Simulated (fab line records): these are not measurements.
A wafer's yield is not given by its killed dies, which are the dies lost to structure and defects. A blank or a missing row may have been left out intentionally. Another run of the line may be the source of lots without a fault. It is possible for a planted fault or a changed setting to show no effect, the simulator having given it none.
Which tool did it?    flow n5Finfet    12 lots with 36 wafers sampled at 6 steps, on a route of 1938 steps

== WHAT THE GAUGES READ, wafer by wafer ==
N5_GATE_CUT_THK_MEAS_24.
lot   measured      on            GC_FILL_THK (nm)
L075  day 4 18:08   filmMetro-01  214.7 223.1 219.8
L077  day 5 06:40   filmMetro-01  217.7 219.7 220.8
L079  day 5 22:13   filmMetro-02  222.3 220.5 220.5
L081  day 6 08:04   filmMetro-01  216.8 220.2 222.1
L083  day 6 18:34   filmMetro-01  220.5 224.9 225.3
L085  day 7 11:17   filmMetro-02  222.4 220.7 222.4
L087  day 7 17:54   filmMetro-01  221.3 217.2 220.6
L089  day 8 07:54   filmMetro-02  220.8 217.6 224.2
L091  day 8 20:49   filmMetro-02  218.1 220.2 220.7
L093  day 9 07:51   filmMetro-02  221.5 220.1 218.3
L095  day 9 22:17   filmMetro-01  219.1 221.5 220.2
L097  day 10 09:53  filmMetro-01  221.9 220.8 221.5

== WHAT TOOL EACH LOT RAN ON (gives the tool, then ch and the chambers of the sampled wafers, and finally the start) ==
lot   N5_HKMG_FIN_ETCH_86               N5_HKMG_FIN_STRIP_88                 N5_GATE_CUT_HM_DEP_46           N5_GATE_CUT_ETCH_47               N5_GATE_CUT_VAPOR_ETCH_49
L075  rieDiel-03 ch 1,2, day 4 08:31    plasmaAsher-01 ch 0,1, day 4 08:46   pecvd-03 ch 1,2, day 4 14:49    rieMetal-01 ch 0,1, day 4 16:02   rieMetal-01 ch 0,1, day 4 16:05
L077  rieDiel-03 ch 0,1, day 4 20:40    plasmaAsher-01 ch 0,1, day 4 20:55   pecvd-04 ch 1,2, day 5 03:21    rieMetal-01 ch 0, day 5 04:21     rieMetal-01 ch 0, day 5 04:25
L079  rieDiel-03 ch 0,1,2, day 5 12:40  plasmaAsher-01 ch 0,1, day 5 13:00   pecvd-04 ch 0,1,2, day 5 19:04  rieMetal-01 ch 0,1, day 5 20:04   rieMetal-01 ch 0,1, day 5 20:07
L081  rieDiel-04 ch 0,1,2, day 5 22:33  plasmaAsher-01 ch 0,1, day 5 22:55   pecvd-03 ch 1,2, day 6 04:52    rieMetal-02 ch 0,1, day 6 06:00   rieMetal-02 ch 0,1, day 6 06:04
L083  rieDiel-04 ch 0,2,3, day 6 07:41  plasmaAsher-01 ch 0, day 6 07:56     pecvd-04 ch 1,2, day 6 14:47    rieMetal-03 ch 1, day 6 16:10     rieMetal-03 ch 1, day 6 16:17
L085  rieDiel-04 ch 1,2,3, day 7 00:48  plasmaAsher-02 ch 0,1, day 7 01:03   pecvd-04 ch 0,1,2, day 7 07:11  rieMetal-01 ch 0,1, day 7 08:18   rieMetal-01 ch 0,1, day 7 08:22
L087  rieDiel-01 ch 0,1,2, day 7 08:02  plasmaAsher-02 ch 0,1, day 7 08:17   pecvd-01 ch 1,2, day 7 14:25    rieMetal-01 ch 0,1, day 7 15:47   rieMetal-01 ch 0,1, day 7 15:51
L089  rieDiel-01 ch 1,2,3, day 7 21:00  plasmaAsher-01 ch 0,1, day 7 21:15   pecvd-01 ch 0,1,2, day 8 03:26  rieMetal-03 ch 0,1, day 8 05:49   rieMetal-03 ch 0,1, day 8 05:53
L091  rieDiel-03 ch 2,3, day 8 10:05    plasmaAsher-01 ch 0,1, day 8 10:27   pecvd-01 ch 1,2, day 8 17:05    rieMetal-01 ch 0,1, day 8 18:40   rieMetal-01 ch 0,1, day 8 18:44
L093  rieDiel-04 ch 0,2,3, day 8 21:46  plasmaAsher-01 ch 0,1, day 8 22:01   pecvd-04 ch 1,2, day 9 04:23    rieMetal-01 ch 0,1, day 9 05:23   rieMetal-01 ch 0,1, day 9 05:27
L095  rieDiel-04 ch 0,1,2, day 9 12:34  plasmaAsher-02 ch 0,1, day 9 12:49   pecvd-04 ch 0,1, day 9 19:04    rieMetal-02 ch 0,1, day 9 20:13   rieMetal-02 ch 0,1, day 9 20:16
L097  rieDiel-03 ch 0,2,3, day 9 23:46  plasmaAsher-01 ch 0,1, day 10 00:09  pecvd-04 ch 0,1, day 10 06:22   rieMetal-02 ch 0,1, day 10 07:22  rieMetal-02 ch 0,1, day 10 07:26
- N5_HKMG_FIN_ETCH_86: etches SOC in N2/H2, stops on TiN, target depth 393.2 nm.
- N5_HKMG_FIN_STRIP_88: strips in N2/H2, time 360 s.
- N5_GATE_CUT_HM_DEP_46: deposits SiO2 from TEOS/O2, target thk 130 nm, time 26.6 s.
- N5_GATE_CUT_ETCH_47: etches SiO2 in Cl2/BCl3, target depth 10 nm.
- N5_GATE_CUT_VAPOR_ETCH_49: etches TiAlC in BCl3/Cl2.

== THE ANSWER, worked out from the rows above alone ==
Rule: usual is defined by the lots themselves. The widest of any qualifying gaps counts: lots, ordered by their means at a reading, are off when they make up no more than a third of the lots, leave a main group of 4 or more, and stand apart from it by 3 or more times the standard deviation of that group's means. A main group whose means are all the same, to the digits that the tables above print for the reading, isn't used. Also off: a lot with no number at a reading for which 4 or more lots have one. Any other lot the step has rows for is counted as sound.
No lot is off on any of the readings shown, so nothing can be concluded from this.

== WHAT HAD BEEN PUT IN BY THE SIMULATOR ==
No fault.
